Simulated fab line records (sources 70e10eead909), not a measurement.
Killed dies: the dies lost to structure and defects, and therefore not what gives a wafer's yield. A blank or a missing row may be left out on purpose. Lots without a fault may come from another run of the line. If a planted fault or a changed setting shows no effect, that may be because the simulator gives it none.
Which tool did it? :: flow nandHarc :: 6 lots, 17 wafers sampled, at 1 step of a route of 1159

## WHAT THE GAUGES READ, wafer by wafer
NHARC_A_CHANNEL_HOLE_D1_OVL_MEAS_11.
lot: L106
measured: day 8 20:15
on: overlay-01
overlayYNm (nm): -0.3 -0.4 -0.4

lot: L110
measured: day 9 08:22
on: overlay-02
overlayYNm (nm): 0.3 0.4 0.3

lot: L113
measured: day 10 18:44
on: overlay-01
overlayYNm (nm): 0.8 0.8 -0.1

lot: L117
measured: day 11 11:08
on: overlay-02
overlayYNm (nm): -1.9 -1.5

lot: L122
measured: day 12 16:25
on: overlay-01
overlayYNm (nm): 0.5 0.5 0.5

lot: L126
measured: day 13 17:57
on: overlay-02
overlayYNm (nm): 1.3 1.2 0.9

## WHICH TOOL RAN EACH LOT (tool, then ch and the chambers of the sampled wafers, then the start)
Before these readings, the record contains no process step.

## THE ANSWER, worked out from the rows above alone
Rule: the usual values come from the lots themselves. The widest of any qualifying gaps counts: lots, ordered by their means at a reading, are off when they make up no more than a third of the lots, leave a main group of 4 or more, and stand apart from it by 3 or more times the standard deviation of that group's means. A main group whose means are all the same, to the digits that the tables above print for the reading, isn't used. A lot without any number at a reading at which 4 lots or more have one is off too. All remaining lots with rows at the step are treated as sound.
None of the lots is off at any reading shown; this tells nothing.

## WHAT THE SIMULATOR HAD INSERTED
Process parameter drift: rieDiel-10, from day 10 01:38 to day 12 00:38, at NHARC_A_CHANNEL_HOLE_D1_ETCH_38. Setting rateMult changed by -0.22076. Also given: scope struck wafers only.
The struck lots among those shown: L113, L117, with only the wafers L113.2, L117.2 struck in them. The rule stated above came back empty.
